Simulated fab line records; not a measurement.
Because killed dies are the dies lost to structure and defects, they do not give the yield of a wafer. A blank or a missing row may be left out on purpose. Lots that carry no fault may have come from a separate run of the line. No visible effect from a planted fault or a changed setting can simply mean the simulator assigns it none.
Matching of chambers    flow n5 finfet    pecvd-01 running N5_BEOL_M14_ILD_DEP_00: 3 sister chambers
The step deposits SiO2 from TEOS/O2, target thk 1119.3 nm, time 237.4 s. 27 wafers are shown with their chamber, then 12 later ones without.

WAFERS WITH THEIR CHAMBER
wafer   chamber  heater power w (W)  throttle valve pct (%)  showerhead plenum p Torr (Torr)
L074.1  1        746                 19.5                    8.346
L074.2  2        378                 18.0                    8.368
L074.5  0        602                 19.0                    8.346
L075.1  1        786                 19.4                    8.342
L075.2  2        376                 18.4                    8.357
L075.3  0        504                 18.6                    8.323
L077.2  0        612                 18.8                    8.341
L077.3  1        714                 19.4                    8.370
L077.5  0        467                 18.7                    8.356
L081.3  2        432                 18.6                    8.349
L081.4  2        324                 18.5                    8.374
L081.5  0        637                 18.9                    8.354
L084.1  1        771                 19.5                    8.339
L084.2  0        562                 18.6                    8.309
L084.6  0        469                 18.9                    8.340
L082.1  1        769                 19.4                    8.324
L082.2  2        438                 18.6                    8.351
L082.6  2        335                 18.2                    8.344
L087.1  1        651                 19.2                    8.342
L087.5  2        399                 18.5                    8.323
L087.6  1        740                 19.1                    8.354
L089.1  1        781                 19.2                    8.367
L089.3  2        449                 18.5                    8.378
L089.4  0        588                 18.7                    8.348
L088.1  2        431                 18.6                    8.361
L088.4  1        612                 19.3                    8.341
L088.5  0        614                 19.2                    8.335

SIGNATURES (averages over the wafers above)
reading                   chamber 0  chamber 1  chamber 2  scatter within a chamber
heater power w            561.67     730.00     395.78     57.9
throttle valve pct        18.822     19.333     18.433     0.184
showerhead plenum p Torr  8.33911    8.34722    8.35611    0.0155
Rule: a wafer's distance from a chamber is the root of the sum, over the readings, of the square of ((its reading less the chamber's mean) divided by the reading's scatter). The wafer belongs to the nearest chamber; if the next one is less than 2 further off, it can't be placed. The scatter: the root of (the sum of the squares of (reading less its chamber's mean) over the shown wafers, divided by (wafers less chambers)).

WAFERS WHOSE CHAMBER IS MISSING
wafer   heater power w (W)  throttle valve pct (%)  showerhead plenum p Torr (Torr)
L090.3  388                 18.2                    8.373
L090.5  611                 19.4                    8.347
L090.6  441                 18.6                    8.334
L092.2  712                 19.5                    8.366
L092.4  782                 19.2                    8.318
L092.6  486                 18.8                    8.366
L093.1  646                 19.0                    8.328
L093.4  461                 19.1                    8.351
L093.6  702                 19.1                    8.362
L094.1  603                 18.8                    8.337
L094.2  426                 18.8                    8.344
L094.6  333                 18.4                    8.345

CHAMBER TAKEN BY EACH
wafer   from the rows above      in truth
L090.3  2                        2
L090.5  can't be placed: 1 or 0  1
L090.6  can't be placed: 2 or 0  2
L092.2  1                        1
L092.4  1                        1
L092.6  can't be placed: 0 or 2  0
L093.1  can't be placed: 0 or 1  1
L093.4  can't be placed: 0 or 2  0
L093.6  can't be placed: 1 or 0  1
L094.1  0                        0
L094.2  can't be placed: 2 or 0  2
L094.6  2                        2
Placed correctly: 5 of 12. Unplaceable from these rows: 7, with the true chamber sitting among the candidates in 7. Wrongly placed: 0.
